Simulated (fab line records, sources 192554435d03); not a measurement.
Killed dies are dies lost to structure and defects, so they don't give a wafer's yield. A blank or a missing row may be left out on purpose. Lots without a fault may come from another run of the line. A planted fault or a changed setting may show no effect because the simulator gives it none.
fab line records | flow n5_finfet
record lots=24 wafers=72 last_day=17
route steps=1938 shown MOL_CONTACT_COAG@574
lots that met no fault: from a run of the same line without faults
start_h: hours from the record's first day to the start of the lot's first wafer shown | wait_h: hours since the lot's step before | " the same as in the row above | L1.1+2: a row that stands for several wafers | - no value, or no start given | * or withheld: withheld | < > ~ a bound
route shown NAME@n: a module of which the file shows steps, and the number in the route of the first | usual: mean/standard deviation of fault-free wafers | same: alike in all rows | chamber/n: place in a boat | sites: the reading at each site | _std_site: their standard deviation | _edge_site: outer sites' mean less inner sites' | radius_mm: how far each site lies from the wafer's centre | mask NAME#n: copy n | behind: the tool/chamber that last shaped the wafer | hold: why the lot was held/for how many hours/how that ended | device: the transistor (n, p or np) that didn't switch | end of line: the same wafers' tests at the end of the route | a step without rows: its recipe alone | killed: dies lost to structure and defects at the first sort, not the wafer's yield | map: a wafer's dies, x killed, . not, _ none there
set.NAME: the setting as run; set.NAME@STEP: as run at that earlier step | model.NAME: the simulator's own value behind a step, which no gauge read
steps of the route over a sample of lots; a table a step, a row a wafer
services: from which hour (start_h, from the record's first day; less than 0 if before it) a tool's chamber was out of use, for how many hours, and why
## steps
# step N5_MOL_CONTACT_COAG_OVL_MEAS_85
# recipe points_per_wafer=522
# usual VG_OVL=0.1/0.68
# columns lot.wafer tool chamber start_h wait_h VG_OVL[nm]
L074.4 overlay-02 0 102.02 0.0 0.5
L074.5 " 0 " " 0.7
L074.6 " 0 " " -0.2
L075.2 overlay-01 0 104.40 0.0 0.1
L075.3 " 0 " " -0.3
L075.5 " 0 " " -0.1
L076.2 overlay-02 0 109.88 0.0 1.2
L076.4 " 0 " " 0.8
L076.5 " 0 " " 0.6
L077.1 overlay-01 0 121.56 0.0 -0.3
L077.2 " 0 " " 0.3
L077.6 " 0 " " 0.0
L078.1 overlay-02 0 125.57 0.0 -0.3
L078.3 " 0 " " -0.3
L078.6 " 0 " " 0.0
L079.1 overlay-02 0 128.30 0.0 0.7
L079.2 " 0 " " -0.6
L079.5 " 0 " " -0.2
L080.1 overlay-01 0 135.52 0.0 1.5
L080.5 " 0 " " -0.2
L080.6 " 0 " " 0.5
L081.3 overlay-02 0 144.06 0.0 0.0
L081.5 " 0 " " -0.8
L081.6 " 0 " " -0.2
L082.1 overlay-02 0 151.84 0.0 0.4
L082.4 " 0 " " 0.2
L082.5 " 0 " " 0.3
L083.3 overlay-01 0 151.90 0.0 -1.6
L083.4 " 0 " " -1.4
L083.5 " 0 " " -1.0
L084.1 overlay-02 0 156.92 0.0 1.8
L084.2 " 0 " " 1.3
L084.6 " 0 " " 1.0
L085.3 overlay-02 0 170.05 0.0 -0.1
L085.4 " 0 " " 0.8
L085.5 " 0 " " 0.5
L086.1 overlay-02 0 170.65 0.0 -0.2
L086.2 " 0 " " 0.6
L086.5 " 0 " " 0.1
L087.1 overlay-02 0 176.48 0.0 0.6
L087.2 " 0 " " 1.2
L087.3 " 0 " " 1.1
L088.1 overlay-01 0 190.25 0.0 0.8
L088.2 " 0 " " 0.2
L088.6 " 0 " " 1.3
L089.1 overlay-01 0 191.25 0.0 -0.3
L089.2 " 0 " " -0.6
L089.4 " 0 " " -0.5
L090.3 overlay-02 0 194.36 0.0 0.6
L090.5 " 0 " " -0.1
L090.6 " 0 " " 0.5
L091.1 overlay-01 0 200.34 0.0 0.3
L091.2 " 0 " " 0.0
L091.3 " 0 " " -0.4
L092.2 overlay-02 0 208.12 0.0 -0.5
L092.4 " 0 " " 1.0
L092.6 " 0 " " 0.5
L093.2 overlay-01 0 211.17 0.0 -0.5
L093.3 " 0 " " 0.0
L093.4 " 0 " " -0.8
L094.4 overlay-01 0 218.89 0.0 0.3
L094.5 " 0 " " 0.4
L094.6 " 0 " " 1.9
L095.1 overlay-02 0 230.41 0.0 -0.7
L095.4 " 0 " " 0.0
L095.5 " 0 " " 0.2
L096.1 overlay-01 0 230.93 0.0 -0.4
L096.2 " 0 " " 0.3
L096.5 " 0 " " 0.1
L097.2 overlay-01 0 243.79 0.0 0.7
L097.3 " 0 " " -0.2
L097.4 " 0 " " 0.1
# step N5_MOL_CONTACT_COAG_ETCHBACK_135
# recipe chemistry=CHF3 target=SiO2 target_depth_a=250 time_s=16.7 ion_energy_ev=200 pressure_mtorr=30 source_w=610 bias_w=170 Ar_flow_sccm=200 CHF3_flow_sccm=50
# usual drypump_motor_current_A=5.5/0.59 oes_product_au=0.82/0.091 rf_vpp_V=523/4.8 showerhead_plenum_p_Torr=2.41/0.073 throttle_valve_pct=18.66/0.2
# columns lot.wafer tool chamber start_h wait_h drypump_motor_current_A oes_product_au rf_hours_counter_h rf_vpp_V showerhead_plenum_p_Torr throttle_valve_pct
L074.4 rie_diel-02 3 102.64 0.0 4.7 0.76 167 523 2.38 18.74
L074.5 " 1 " " 4.9 0.86 - 523 2.41 18.47
L074.6 " 2 " " 5.5 0.68 - 520 2.35 18.87
L075.2 rie_diel-04 1 104.92 0.0 6.6 0.77 141 534 2.48 18.99
L075.3 " 3 " " 5.4 0.91 25 527 2.53 18.47
L075.5 " 0 " " 5.8 0.68 - 517 2.34 18.91
L076.2 rie_diel-04 0 110.98 0.0 5.8 0.68 240 520 2.34 18.92
L076.4 " 3 " " 5.4 0.90 28 529 2.53 18.48
L076.5 " 3 " " 5.4 0.91 - 526 2.53 18.47
L077.1 rie_diel-02 1 122.36 0.0 4.9 0.83 65 523 2.41 18.46
L077.2 " 0 " " 6.2 0.66 256 513 2.25 18.88
L077.6 " 0 " " 6.2 0.66 - 512 2.25 18.87
L078.1 rie_diel-02 1 126.19 0.0 4.9 0.83 67 522 2.41 18.45
L078.3 " 0 " " 6.2 0.66 258 513 2.25 18.86
L078.6 " 1 " " 4.9 0.83 - 521 2.41 18.47
L079.1 rie_diel-03 0 128.83 0.0 6.0 0.87 52 523 2.51 18.56
L079.2 " 1 " " 5.7 0.99 2 519 2.45 18.42
L079.5 " 1 " " 5.7 0.98 - 517 2.45 18.40
L080.1 rie_diel-03 0 137.25 0.0 6.0 0.88 54 523 2.51 18.55
L080.5 " 0 " " 6.0 0.88 - 523 2.51 18.56
L080.6 " 1 " " 5.7 0.97 - 517 2.45 18.41
L081.3 rie_diel-02 1 144.65 0.0 4.9 0.82 75 524 2.40 18.49
L081.5 " 3 " " 4.7 0.73 - 522 2.37 18.76
L081.6 " 2 " " 5.5 0.95 - 522 2.35 18.48
L082.1 rie_diel-04 3 152.37 0.0 5.4 0.87 42 527 2.52 18.51
L082.4 " 3 " " 5.4 0.87 - 527 2.52 18.51
L082.5 " 1 " " 6.6 0.75 - 534 2.48 19.02
L083.3 rie_diel-02 3 152.49 0.0 4.7 0.73 187 524 2.37 18.78
L083.4 " 1 " " 4.9 0.82 - 523 2.40 18.51
L083.5 " 3 " " 4.7 0.73 - 522 2.37 18.77
L084.1 rie_diel-04 1 157.74 0.0 6.6 0.75 161 534 2.48 19.02
L084.2 " 0 " " 5.8 0.67 254 520 2.34 18.93
L084.6 " 3 " " 5.4 0.87 - 526 2.52 18.53
L085.3 rie_diel-03 3 170.68 0.0 4.9 0.73 189 529 2.36 18.80
L085.4 " 1 " " 5.7 0.93 - 517 2.44 18.43
L085.5 " 3 " " 4.9 0.74 - 528 2.36 18.80
L086.1 rie_diel-03 3 171.19 0.0 4.9 0.73 189 529 2.36 18.79
L086.2 " 0 " " 6.0 0.86 66 522 2.50 18.58
L086.5 " 3 " " 4.9 0.73 - 527 2.36 18.81
L087.1 rie_diel-02 2 177.24 0.0 5.5 0.92 18 522 2.34 18.50
L087.2 " 0 " " 6.2 0.96 7 521 2.53 18.46
L087.3 " 3 " " 4.7 0.73 195 522 2.37 18.78
L088.1 rie_diel-04 1 191.21 0.0 6.6 0.74 177 534 2.47 19.07
L088.2 " 0 " " 5.8 0.98 3 518 2.33 18.54
L088.6 " 1 " " 6.6 0.74 - 534 2.47 19.07
L089.1 rie_diel-03 2 192.04 0.0 5.4 0.97 3 520 2.33 18.34
L089.2 " 3 " " 4.9 0.73 197 528 2.36 18.80
L089.4 " 1 " " 5.7 0.91 25 518 2.44 18.45
L090.3 rie_diel-02 0 195.74 0.0 6.2 0.94 14 521 2.53 18.46
L090.5 " 0 " " 6.2 0.93 - 522 2.53 18.45
L090.6 " 3 " " 4.7 0.74 - 523 2.37 18.78
L091.1 rie_diel-02 2 200.87 0.0 5.5 0.89 26 521 2.34 18.49
L091.2 " 3 " " 4.7 0.73 204 522 2.37 18.79
L091.3 " 0 " " 6.2 0.94 15 519 2.53 18.46
L092.2 rie_diel-04 3 208.81 0.0 5.4 0.84 68 527 2.51 18.55
L092.4 " 1 " " 6.6 0.73 185 535 2.47 19.07
L092.6 " 1 " " 6.7 0.73 - 533 2.47 19.06
L093.2 rie_diel-02 2 211.69 0.0 5.5 0.90 30 522 2.34 18.50
L093.3 " 0 " " 6.2 0.92 19 520 2.53 18.45
L093.4 " 1 " " 4.9 0.80 98 524 2.40 18.53
L094.4 rie_diel-04 0 219.55 0.0 5.8 0.93 14 518 2.33 18.55
L094.5 " 0 " " 5.8 0.93 - 519 2.33 18.55
L094.6 " 1 " " 6.6 0.73 - 534 2.46 19.07
L095.1 rie_diel-03 0 231.06 0.0 6.0 0.84 89 522 2.49 18.63
L095.4 " 1 " " 5.7 0.87 41 517 2.43 18.48
L095.5 " 0 " " 6.0 0.83 - 523 2.49 18.61
L096.1 rie_diel-04 1 231.62 0.0 6.6 0.73 193 534 2.46 19.10
L096.2 " 3 " " 5.4 0.83 77 526 2.51 18.57
L096.5 " 2 " " 5.7 0.78 - 522 2.38 18.82
L097.2 rie_diel-02 1 244.43 0.0 4.9 0.80 109 522 2.39 18.57
L097.3 " 0 " " 6.2 0.89 31 520 2.52 18.47
L097.4 " 2 " " 5.5 0.88 36 521 2.34 18.53
# step N5_MOL_CONTACT_COAG_STRIP_119
# recipe chemistry=N2/H2 time_s=30 power_w=1000 temp_c=250 pressure_mtorr=withheld n2_flow_sccm=1750 h2_flow_sccm=3250
# usual drypump_motor_current_A=6.22/0.3 heater_power_w=325/19
# columns lot.wafer tool chamber start_h wait_h drypump_motor_current_A heater_power_w rf_hours_counter_h
L074.4 plasma_asher-01 1 102.88 0.1 6.75 312 -
L074.5 " 1 " " 6.77 312 -
L074.6 " 0 " " 6.14 305 -
L075.2 plasma_asher-02 1 105.14 0.1 6.15 347 90
L075.3 " 0 " " 5.95 334 -
L075.5 " 0 " " 5.95 329 -
L076.2 plasma_asher-01 1 111.20 0.1 6.77 305 44
L076.4 " 0 " " 6.11 298 -
L076.5 " 1 " " 6.74 306 -
L077.1 plasma_asher-02 1 122.58 0.1 6.15 345 93
L077.2 " 0 " " 5.92 335 93
L077.6 " 0 " " 5.95 331 -
L078.1 plasma_asher-02 1 126.41 0.1 6.15 347 94
L078.3 " 0 " " 5.97 338 -
L078.6 " 0 " " 5.94 332 -
L079.1 plasma_asher-02 1 129.05 0.1 6.12 347 94
L079.2 " 0 " " 5.96 326 94
L079.5 " 0 " " 5.98 343 -
L080.1 plasma_asher-02 1 137.47 0.1 6.12 347 96
L080.5 " 1 " " 6.16 345 -
L080.6 " 0 " " 5.96 339 -
L081.3 plasma_asher-01 0 144.89 0.1 6.14 294 -
L081.5 " 0 " " 6.10 300 -
L081.6 " 1 " " 6.76 309 -
L082.1 plasma_asher-02 0 152.59 0.1 5.98 338 99
L082.4 " 1 " " 6.16 345 -
L082.5 " 0 " " 5.98 330 -
L083.3 plasma_asher-01 0 152.73 0.1 6.08 292 -
L083.4 " 1 " " 6.80 301 -
L083.5 " 0 " " 6.11 308 -
L084.1 plasma_asher-02 1 157.96 0.1 6.15 344 99
L084.2 " 0 " " 5.94 333 99
L084.6 " 1 " " 6.13 351 -
L085.3 plasma_asher-01 1 170.92 0.1 6.76 308 -
L085.4 " 0 " " 6.10 299 -
L085.5 " 1 " " 6.78 311 -
L086.1 plasma_asher-01 1 171.41 0.1 6.78 311 57
L086.2 " 0 " " 6.12 293 57
L086.5 " 1 " " 6.79 315 -
L087.1 plasma_asher-02 0 177.46 0.1 5.93 333 104
L087.2 " 1 " " 6.15 344 104
L087.3 " 1 " " 6.16 351 -
L088.1 plasma_asher-01 1 191.43 0.1 6.78 310 62
L088.2 " 0 " " 6.12 301 62
L088.6 " 1 " " 6.72 307 -
L089.1 plasma_asher-01 0 192.26 0.1 6.12 298 62
L089.2 " 1 " " 6.78 310 62
L089.4 " 0 " " 6.10 298 -
L090.3 plasma_asher-02 1 195.98 0.1 6.13 347 -
L090.5 " 1 " " 6.13 352 -
L090.6 " 0 " " 5.97 336 -
L091.1 plasma_asher-02 1 201.09 0.1 6.16 344 108
L091.2 " 0 " " 5.97 334 108
L091.3 " 1 " " 6.15 344 -
L092.2 plasma_asher-01 0 209.03 0.1 6.15 305 65
L092.4 " 0 " " 6.14 297 -
L092.6 " 1 " " 6.80 308 -
L093.2 plasma_asher-02 0 211.92 0.1 5.95 335 110
L093.3 " 0 " " 5.94 330 -
L093.4 " 1 " " 6.16 344 -
L094.4 plasma_asher-02 0 219.80 0.1 5.96 331 -
L094.5 " 0 " " 5.96 335 -
L094.6 " 1 " " 6.18 344 -
L095.1 plasma_asher-01 0 231.28 0.1 6.12 297 68
L095.4 " 1 " " 6.79 311 -
L095.5 " 1 " " 6.78 307 -
L096.1 plasma_asher-02 0 231.84 0.1 5.99 329 114
L096.2 " 1 " " 6.13 349 114
L096.5 " 1 " " 6.13 343 -
L097.2 plasma_asher-02 1 244.65 0.1 6.15 347 116
L097.3 " 1 " " 6.15 353 -
L097.4 " 0 " " 5.97 334 -
# step N5_MOL_CONTACT_COAG_ETCH_48
# recipe chemistry=C4F6/O2 target_depth_a=150 overetch_a=45 mask_material=SOC target=SiOC bias_w=465 pressure_mtorr=10 time_s=17 source_w=335 Ar_flow_sccm=300 C4F6_flow_sccm=10 O2_flow_sccm=10 ion_energy_ev=576
# usual drypump_motor_current_A=5.5/0.54 oes_product_au=0.69/0.073 rf_vpp_V=1585/11 showerhead_plenum_p_Torr=2.88/0.084 throttle_valve_pct=40.43/0.24
# columns lot.wafer tool chamber start_h wait_h drypump_motor_current_A oes_product_au rf_hours_counter_h rf_vpp_V showerhead_plenum_p_Torr throttle_valve_pct
L074.4 rie_diel-02 2 104.35 0.0 5.5 0.56 250 1582 2.81 40.84
L074.5 " 1 " " 4.9 0.70 - 1587 2.87 40.16
L074.6 " 0 " " 6.2 0.54 - 1557 2.69 40.59
L075.2 rie_diel-04 1 106.27 0.0 6.6 0.66 141 1617 2.96 41.23
L075.3 " 0 " " 5.9 0.60 238 1575 2.80 40.56
L075.5 " 2 " " 5.7 0.67 - 1586 2.86 40.46
L076.2 rie_diel-04 0 112.56 0.0 5.8 0.56 241 1575 2.79 40.58
L076.4 " 1 " " 6.7 0.67 144 1619 2.96 41.24
L076.5 " 0 " " 5.8 0.61 - 1574 2.79 40.58
L077.1 rie_diel-02 1 124.09 0.0 4.9 0.69 66 1584 2.87 40.16
L077.2 " 0 " " 6.2 0.52 257 1557 2.68 40.57
L077.6 " 3 " " 4.7 0.59 - 1585 2.84 40.39
L078.1 rie_diel-03 0 127.72 0.0 6.0 0.72 52 1587 2.99 40.40
L078.3 " 2 " " 5.4 0.58 235 1577 2.79 40.57
L078.6 " 1 " " 5.7 0.80 - 1572 2.92 40.36
L079.1 rie_diel-03 0 135.60 0.0 6.0 0.68 53 1587 2.99 40.40
L079.2 " 3 " " 4.9 0.62 175 1604 2.82 40.26
L079.5 " 3 " " 4.9 0.61 - 1601 2.82 40.25
L080.1 rie_diel-03 3 138.75 0.0 4.9 0.65 176 1604 2.82 40.26
L080.5 " 2 " " 5.4 0.60 - 1578 2.79 40.59
L080.6 " 3 " " 4.9 0.60 - 1603 2.82 40.25
L081.3 rie_diel-02 1 146.48 0.0 4.9 0.73 76 1585 2.87 40.18
L081.5 " 1 " " 4.9 0.64 - 1584 2.87 40.16
L081.6 " 3 " " 4.7 0.62 - 1585 2.83 40.40
L082.1 rie_diel-02 3 154.20 0.0 4.7 0.66 188 1585 2.83 40.42
L082.4 " 2 " " 5.5 0.77 - 1583 2.80 40.77
L082.5 " 3 " " 4.7 0.62 - 1585 2.83 40.41
L083.3 rie_diel-03 3 154.45 0.0 4.9 0.58 183 1600 2.82 40.25
L083.4 " 2 " " 5.4 0.57 245 1576 2.79 40.59
L083.5 " 0 " " 6.0 0.69 - 1586 2.99 40.42
L084.1 rie_diel-03 1 159.20 0.0 5.7 0.78 12 1572 2.92 40.38
L084.2 " 2 " " 5.4 0.58 246 1578 2.79 40.59
L084.6 " 0 " " 6.0 0.73 - 1586 2.99 40.41
L085.3 rie_diel-03 3 172.09 0.0 4.9 0.60 189 1601 2.81 40.26
L085.4 " 1 " " 5.7 0.79 - 1572 2.92 40.36
L085.5 " 0 " " 6.0 0.74 - 1587 2.98 40.42
L086.1 rie_diel-03 0 174.15 0.0 6.0 0.72 68 1586 2.98 40.43
L086.2 " 1 " " 5.7 0.79 18 1572 2.92 40.36
L086.5 " 0 " " 6.0 0.73 - 1586 2.98 40.43
L087.1 rie_diel-02 3 179.16 0.0 4.7 0.63 196 1585 2.83 40.43
L087.2 " 2 " " 5.5 0.76 18 1581 2.80 40.78
L087.3 " 0 " " 6.3 0.80 8 1584 3.02 40.28
L088.1 rie_diel-02 0 192.69 0.0 6.2 0.78 12 1584 3.02 40.27
L088.2 " 3 " " 4.7 0.59 201 1583 2.82 40.41
L088.6 " 3 " " 4.7 0.62 - 1584 2.82 40.43
L089.1 rie_diel-03 1 193.60 0.0 5.7 0.71 25 1572 2.91 40.37
L089.2 " 0 " " 6.0 0.69 75 1586 2.98 40.42
L089.4 " 3 " " 4.9 0.59 197 1601 2.81 40.27
L090.3 rie_diel-04 0 197.24 0.0 5.8 0.76 6 1574 2.79 40.48
L090.5 " 2 " " 5.7 0.66 - 1583 2.85 40.47
L090.6 " 3 " " 5.4 0.73 - 1596 2.99 40.54
L091.1 rie_diel-02 0 202.22 0.0 6.2 0.79 16 1584 3.02 40.30
L091.2 " 2 " " 5.5 0.77 26 1584 2.80 40.78
L091.3 " 3 " " 4.7 0.66 205 1584 2.82 40.43
L092.2 rie_diel-03 1 210.56 0.0 5.7 0.74 32 1570 2.91 40.38
L092.4 " 2 " " 5.4 0.78 - 1576 2.78 40.02
L092.6 " 1 " " 5.7 0.78 - 1572 2.91 40.39
L093.2 rie_diel-04 2 213.38 0.0 5.7 0.66 120 1584 2.84 40.48
L093.3 " 0 " " 5.8 0.81 12 1573 2.78 40.50
L093.4 " 1 " " 6.6 0.61 187 1615 2.94 41.26
L094.4 rie_diel-02 0 221.06 0.0 6.2 0.78 21 1581 3.02 40.29
L094.5 " 2 " " 5.5 0.75 - 1582 2.79 40.80
L094.6 " 3 " " 4.7 0.60 - 1583 2.82 40.42
L095.1 rie_diel-02 3 232.78 0.0 4.7 0.62 214 1584 2.82 40.45
L095.4 " 0 " " 6.2 0.73 - 1583 3.01 40.28
L095.5 " 3 " " 4.7 0.59 - 1584 2.82 40.42
L096.1 rie_diel-03 2 233.06 0.0 5.4 0.74 20 1576 2.78 40.04
L096.2 " 1 " " 5.7 0.74 41 1570 2.91 40.36
L096.5 " 1 " " 5.7 0.74 - 1570 2.91 40.38
L097.2 rie_diel-03 2 246.13 0.0 5.4 0.73 25 1578 2.77 40.05
L097.3 " 0 " " 6.0 0.65 94 1586 2.97 40.43
L097.4 " 1 " " 5.7 0.71 47 1572 2.90 40.37
# step N5_MOL_CONTACT_COAG_STRIP_72
# recipe chemistry=N2/H2 power_w=450 temp_c=40 pressure_mtorr=20 rf_frequency_hz=6e+07 overash_fraction=3 bias_power_w=7 h2_frac=0.5 n2_flow_sccm=200 h2_flow_sccm=200
# usual bias_power_w=6.999/0.022 drypump_motor_current_A=5.5/0.54 oes_product_au=0.82/0.092 rf_vpp_V=59.2/2 showerhead_plenum_p_Torr=2.57/0.081 throttle_valve_pct=23.54/0.22
# columns lot.wafer tool chamber start_h wait_h bias_power_w drypump_motor_current_A oes_product_au rf_hours_counter_h rf_vpp_V showerhead_plenum_p_Torr throttle_valve_pct
L074.4 rie_diel-02 2 104.40 0.0 6.980 5.5 0.68 250 57.3 2.49 23.81
L074.5 " 1 " " 7.004 4.9 0.86 - 61.0 2.58 23.33
L074.6 " 0 " " 7.035 6.3 0.67 - 57.9 2.39 23.70
L075.2 rie_diel-04 1 106.33 0.0 6.979 6.6 0.77 141 58.7 2.65 24.09
L075.3 " 0 " " 6.982 5.8 0.69 238 56.9 2.50 23.82
L075.5 " 2 " " 6.992 5.7 0.81 - 58.4 2.57 23.58
L076.2 rie_diel-04 0 112.62 0.0 6.981 5.8 0.68 241 59.4 2.50 23.88
L076.4 " 1 " " 7.013 6.6 0.76 144 64.3 2.65 24.11
L076.5 " 0 " " 6.980 5.8 0.69 - 57.9 2.50 23.83
L077.1 rie_diel-02 1 124.14 0.0 6.994 4.9 0.81 66 58.9 2.58 23.40
L077.2 " 0 " " 6.988 6.2 0.66 257 56.6 2.39 23.70
L077.6 " 3 " " 7.026 4.7 0.75 - 55.8 2.53 23.55
L078.1 rie_diel-03 0 127.78 0.0 7.039 6.0 0.89 52 58.8 2.69 23.73
L078.3 " 2 " " 7.011 5.4 0.68 235 58.0 2.50 23.68
L078.6 " 1 " " 6.986 5.7 0.98 - 61.4 2.60 23.23
L079.1 rie_diel-03 0 135.66 0.0 7.039 6.0 0.87 53 59.2 2.69 23.75
L079.2 " 3 " " 6.995 4.9 0.74 175 60.1 2.53 23.57
L079.5 " 3 " " 6.978 4.9 0.73 - 59.1 2.53 23.56
L080.1 rie_diel-03 3 138.80 0.0 6.992 4.9 0.73 177 59.2 2.53 23.57
L080.5 " 2 " " 6.997 5.4 0.68 - 58.5 2.50 23.67
L080.6 " 3 " " 6.968 4.9 0.74 - 60.5 2.53 23.56
L081.3 rie_diel-02 1 146.53 0.0 7.011 4.9 0.84 76 57.0 2.57 23.39
L081.5 " 1 " " 7.018 4.9 0.83 - 61.1 2.57 23.38
L081.6 " 3 " " 7.041 4.7 0.77 - 60.9 2.52 23.52
L082.1 rie_diel-02 3 154.26 0.0 7.014 4.7 0.74 188 63.8 2.52 23.54
L082.4 " 2 " " 6.988 5.5 0.94 - 63.2 2.49 23.55
L082.5 " 3 " " 7.051 4.7 0.74 - 60.6 2.52 23.57
L083.3 rie_diel-03 3 154.51 0.0 7.001 4.9 0.73 183 59.0 2.52 23.56
L083.4 " 2 " " 6.966 5.4 0.69 245 58.0 2.50 23.70
L083.5 " 0 " " 7.033 6.0 0.90 - 62.1 2.69 23.77
L084.1 rie_diel-03 1 159.26 0.0 7.004 5.7 0.94 12 58.0 2.60 23.25
L084.2 " 2 " " 6.971 5.4 0.69 246 57.3 2.50 23.66
L084.6 " 0 " " 7.031 6.0 0.88 - 62.0 2.69 23.75
L085.3 rie_diel-03 3 172.14 0.0 6.956 4.9 0.73 189 58.4 2.52 23.57
L085.4 " 1 " " 7.010 5.7 0.93 - 60.9 2.60 23.22
L085.5 " 0 " " 7.011 6.0 0.86 - 57.1 2.68 23.70
L086.1 rie_diel-03 0 174.20 0.0 7.005 6.0 0.87 68 58.2 2.68 23.80
L086.2 " 1 " " 6.983 5.7 0.94 18 62.1 2.60 23.26
L086.5 " 0 " " 6.965 6.0 0.86 - 62.5 2.68 23.74
L087.1 rie_diel-02 3 179.21 0.0 6.991 4.7 0.73 196 56.1 2.52 23.58
L087.2 " 2 " " 6.988 5.5 0.92 18 57.5 2.49 23.54
L087.3 " 0 " " 7.005 6.2 0.94 8 57.5 2.71 23.35
L088.1 rie_diel-02 0 192.74 0.0 6.974 6.2 0.95 12 61.6 2.71 23.34
L088.2 " 3 " " 6.961 4.7 0.72 201 57.2 2.52 23.56
L088.6 " 3 " " 6.968 4.7 0.74 - 58.4 2.52 23.54
L089.1 rie_diel-03 1 193.66 0.0 7.006 5.7 0.92 25 57.7 2.59 23.26
L089.2 " 0 " " 6.948 6.0 0.83 75 58.4 2.68 23.76
L089.4 " 3 " " 6.998 4.9 0.71 197 60.1 2.52 23.60
L090.3 rie_diel-04 0 197.29 0.0 6.978 5.8 0.97 6 55.6 2.49 23.59
L090.5 " 2 " " 7.025 5.7 0.79 - 61.8 2.56 23.63
L090.6 " 3 " " 6.999 5.4 0.84 - 58.6 2.69 23.32
L091.1 rie_diel-02 0 202.27 0.0 6.994 6.3 0.92 16 57.3 2.70 23.38
L091.2 " 2 " " 7.022 5.5 0.92 26 56.8 2.48 23.51
L091.3 " 3 " " 7.023 4.7 0.72 205 58.2 2.52 23.55
L092.2 rie_diel-03 1 210.61 0.0 7.028 5.7 0.90 32 57.2 2.59 23.27
L092.4 " 2 " " 7.027 5.4 0.94 - 58.2 2.49 23.27
L092.6 " 1 " " 7.038 5.7 0.89 - 57.2 2.59 23.24
L093.2 rie_diel-04 2 213.43 0.0 7.010 5.7 0.79 120 56.4 2.56 23.65
L093.3 " 0 " " 7.008 5.8 0.94 12 59.5 2.49 23.60
L093.4 " 1 " " 6.997 6.6 0.75 187 56.8 2.63 24.14
L094.4 rie_diel-02 0 221.11 0.0 6.975 6.2 0.93 21 59.8 2.70 23.37
L094.5 " 2 " " 7.004 5.5 0.89 - 54.7 2.48 23.54
L094.6 " 3 " " 7.004 4.7 0.72 - 58.9 2.51 23.60
L095.1 rie_diel-02 3 232.84 0.0 7.027 4.7 0.73 214 56.6 2.51 23.59
L095.4 " 0 " " 6.981 6.2 0.90 - 60.3 2.70 23.37
L095.5 " 3 " " 6.982 4.7 0.72 - 58.3 2.51 23.61
L096.1 rie_diel-03 2 233.11 0.0 7.013 5.4 0.91 20 58.9 2.49 23.29
L096.2 " 1 " " 6.955 5.7 0.90 41 58.9 2.59 23.25
L096.5 " 1 " " 7.013 5.7 0.88 - 54.2 2.59 23.30
L097.2 rie_diel-03 2 246.19 0.0 6.985 5.4 0.90 25 61.2 2.48 23.29
L097.3 " 0 " " 7.004 6.0 0.83 94 58.9 2.67 23.77
L097.4 " 1 " " 6.984 5.7 0.88 47 58.1 2.58 23.25
# step N5_MOL_CONTACT_COAG_INSPECT_97
# recipe inspect_instrument=darkfield mode=post_anneal
# usual raw_defect_count=39/16
# columns lot.wafer tool chamber start_h wait_h raw_defect_count
L075.2 defect_inspect-02 - 110.96 0.1 17
L075.3 " - " " 25
L075.5 " - " " 44
L074.4 defect_inspect-01 - 111.00 0.1 37
L074.5 " - " " 33
L074.6 " - " " 43
L076.2 defect_inspect-02 - 116.66 0.0 37
L076.4 " - " " 12
L076.5 " - " " 21
L077.1 defect_inspect-02 - 128.17 0.0 43
L077.2 " - " " 33
L077.6 " - " " 21
L078.1 defect_inspect-02 - 131.82 0.0 53
L078.3 " - " " 52
L078.6 " - " " 69
L079.1 defect_inspect-01 - 139.70 0.0 72
L079.2 " - " " 105
L079.5 " - " " 53
L080.1 defect_inspect-01 - 156.12 0.0 24
L080.5 " - " " 50
L080.6 " - " " 43
L081.3 defect_inspect-01 - 156.46 0.4 60
L081.5 " - " " 23
L081.6 " - " " 50
L082.1 defect_inspect-02 - 159.13 0.0 35
L082.4 " - " " 30
L082.5 " - " " 34
L083.3 defect_inspect-01 - 159.16 0.1 46
L083.4 " - " " 76
L083.5 " - " " 23
L084.1 defect_inspect-02 - 163.29 0.0 54
L084.2 " - " " 19
L084.6 " - " " 21
L085.3 defect_inspect-01 - 176.31 0.1 16
L085.4 " - " " 23
L085.5 " - " " 24
L086.1 defect_inspect-01 - 179.27 0.0 55
L086.2 " - " " 44
L086.5 " - " " 62
L087.1 defect_inspect-01 - 183.24 0.0 34
L087.2 " - " " 68
L087.3 " - " " 33
L088.1 defect_inspect-02 - 196.79 0.0 24
L088.2 " - " " 27
L088.6 " - " " 45
L089.1 defect_inspect-02 - 199.78 0.0 21
L089.2 " - " " 53
L089.4 " - " " 24
L090.3 defect_inspect-01 - 202.82 0.1 42
L090.5 " - " " 25
L090.6 " - " " 17
L091.1 defect_inspect-02 - 206.29 0.0 34
L091.2 " - " " 47
L091.3 " - " " 41
L092.2 defect_inspect-02 - 214.84 0.0 50
L092.4 " - " " 32
L092.6 " - " " 22
L093.2 defect_inspect-02 - 217.84 0.0 36
L093.3 " - " " 39
L093.4 " - " " 23
L094.4 defect_inspect-01 - 225.58 0.1 31
L094.5 " - " " 34
L094.6 " - " " 51
L095.1 defect_inspect-01 - 237.71 0.0 29
L095.4 " - " " 41
L095.5 " - " " 20
L096.1 defect_inspect-02 - 240.73 0.0 29
L096.2 " - " " 56
L096.5 " - " " 52
L097.2 defect_inspect-01 - 250.23 0.0 60
L097.3 " - " " 57
L097.4 " - " " 49
## services
# columns tool chamber start_h hours kind
rie_diel-03 1 104.30 - clean
rie_diel-03 1 104.30 - consumable_replace:focus_ring
rie_diel-02 2 104.46 - clean
rie_diel-02 2 104.46 - consumable_replace:focus_ring
rie_diel-02 2 104.46 22.9 scheduled_down
rie_diel-02 2 104.46 22.9 vent_cycle
rie_diel-03 3 130.40 1.7 repair
rie_diel-02 0 141.15 - clean
rie_diel-02 0 141.15 - consumable_replace:focus_ring
rie_diel-02 0 141.15 - consumable_replace:showerhead
rie_diel-02 0 141.15 15.4 scheduled_down
rie_diel-02 0 141.15 15.4 vent_cycle
rie_diel-04 0 148.40 7.8 repair
rie_diel-04 2 154.57 4.1 repair
rie_diel-04 2 159.80 4.9 repair
rie_diel-03 2 170.55 - clean
plasma_asher-01 - 181.55 1.0 repair
rie_diel-04 2 190.24 6.7 repair
rie_diel-03 3 197.34 29.9 repair
rie_diel-03 2 197.76 2.9 repair
rie_diel-03 0 199.70 6.3 repair
rie_diel-02 - 215.16 4.3 pm
plasma_asher-01 - 219.76 1.7 repair
rie_diel-02 2 225.53 14.6 repair
## key
fault none
